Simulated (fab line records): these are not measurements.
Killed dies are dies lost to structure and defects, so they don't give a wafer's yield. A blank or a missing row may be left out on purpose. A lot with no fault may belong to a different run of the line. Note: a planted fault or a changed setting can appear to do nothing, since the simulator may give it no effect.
Matching of chambers :: flow nand-harc :: NHARC_P_M2_STRIP_18 on rie-diel-02 has 4 sister chambers
The step strips in N2/H2. 16 wafers are shown with their chamber, then 8 later ones without.

== EACH WAFER AND ITS CHAMBER ==
wafer: L075.3
chamber: 0
drypump-motor-current-A (A): 5.6
rf-vpp-V (V): 93.5
oes-product-au (a.u.): 0.985

wafer: L075.4
chamber: 1
drypump-motor-current-A (A): 6.4
rf-vpp-V (V): 90.0
oes-product-au (a.u.): 0.982

wafer: L075.6
chamber: 1
drypump-motor-current-A (A): 6.4
rf-vpp-V (V): 90.9
oes-product-au (a.u.): 0.994

wafer: L076.1
chamber: 0
drypump-motor-current-A (A): 5.5
rf-vpp-V (V): 91.5
oes-product-au (a.u.): 0.989

wafer: L076.2
chamber: 3
drypump-motor-current-A (A): 5.2
rf-vpp-V (V): 90.9
oes-product-au (a.u.): 0.987

wafer: L076.6
chamber: 1
drypump-motor-current-A (A): 6.4
rf-vpp-V (V): 91.1
oes-product-au (a.u.): 0.989

wafer: L082.3
chamber: 3
drypump-motor-current-A (A): 5.2
rf-vpp-V (V): 91.5
oes-product-au (a.u.): 0.995

wafer: L082.4
chamber: 1
drypump-motor-current-A (A): 6.3
rf-vpp-V (V): 90.4
oes-product-au (a.u.): 0.994

wafer: L082.5
chamber: 1
drypump-motor-current-A (A): 6.3
rf-vpp-V (V): 91.4
oes-product-au (a.u.): 0.996

wafer: L086.1
chamber: 1
drypump-motor-current-A (A): 6.4
rf-vpp-V (V): 89.6
oes-product-au (a.u.): 1.005

wafer: L086.2
chamber: 2
drypump-motor-current-A (A): 5.4
rf-vpp-V (V): 90.2
oes-product-au (a.u.): 0.988

wafer: L086.4
chamber: 0
drypump-motor-current-A (A): 5.5
rf-vpp-V (V): 92.4
oes-product-au (a.u.): 0.992

wafer: L088.3
chamber: 0
drypump-motor-current-A (A): 5.5
rf-vpp-V (V): 89.9
oes-product-au (a.u.): 0.983

wafer: L088.4
chamber: 2
drypump-motor-current-A (A): 5.4
rf-vpp-V (V): 90.1
oes-product-au (a.u.): 0.984

wafer: L088.5
chamber: 3
drypump-motor-current-A (A): 5.2
rf-vpp-V (V): 90.2
oes-product-au (a.u.): 0.997

wafer: L089.1
chamber: 0
drypump-motor-current-A (A): 5.5
rf-vpp-V (V): 91.1
oes-product-au (a.u.): 0.993

SIGNATURES (averages over the wafers above)
reading: drypump-motor-current-A
chamber 0: 5.520
chamber 1: 6.367
chamber 2: 5.400
chamber 3: 5.200
scatter within a chamber: 0.0422

reading: rf-vpp-V
chamber 0: 91.680
chamber 1: 90.567
chamber 2: 90.150
chamber 3: 90.867
scatter within a chamber: 0.94

reading: oes-product-au
chamber 0: 0.98840
chamber 1: 0.99333
chamber 2: 0.98600
chamber 3: 0.99300
scatter within a chamber: 0.00599
Rule: for a wafer and a chamber, the distance is found by dividing, reading by reading, the gap between the wafer's reading and the chamber's mean by the reading's scatter, squaring, summing and taking the root. The wafer belongs to the nearest chamber; if the next one is less than 2 further off, it can't be placed. The scatter: take each reading less its chamber's mean, square it, sum over the shown wafers, divide by the number of wafers less the number of chambers, and take the root.

== WAFERS WITH NO CHAMBER GIVEN ==
wafer: L089.3
drypump-motor-current-A (A): 5.4
rf-vpp-V (V): 91.1
oes-product-au (a.u.): 0.975

wafer: L089.5
drypump-motor-current-A (A): 6.4
rf-vpp-V (V): 90.1
oes-product-au (a.u.): 0.981

wafer: L090.3
drypump-motor-current-A (A): 5.2
rf-vpp-V (V): 90.4
oes-product-au (a.u.): 0.994

wafer: L090.4
drypump-motor-current-A (A): 5.2
rf-vpp-V (V): 91.2
oes-product-au (a.u.): 0.987

wafer: L090.6
drypump-motor-current-A (A): 6.4
rf-vpp-V (V): 91.0
oes-product-au (a.u.): 0.983

wafer: L093.4
drypump-motor-current-A (A): 5.2
rf-vpp-V (V): 90.0
oes-product-au (a.u.): 1.003

wafer: L093.5
drypump-motor-current-A (A): 5.2
rf-vpp-V (V): 90.7
oes-product-au (a.u.): 0.989

wafer: L093.6
drypump-motor-current-A (A): 5.5
rf-vpp-V (V): 92.9
oes-product-au (a.u.): 0.987

== WHICH CHAMBER EACH WENT THROUGH ==
wafer: L089.3
from the rows above: can't be placed: 2 or 0
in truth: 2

wafer: L089.5
from the rows above: 1
in truth: 1

wafer: L090.3
from the rows above: 3
in truth: 3

wafer: L090.4
from the rows above: 3
in truth: 3

wafer: L090.6
from the rows above: 1
in truth: 1

wafer: L093.4
from the rows above: 3
in truth: 3

wafer: L093.5
from the rows above: 3
in truth: 3

wafer: L093.6
from the rows above: 0
in truth: 0
Placed correctly: 7 of 8. These rows do not allow placing 1 (true chamber among the candidates in 1). Wrongly placed: 0.
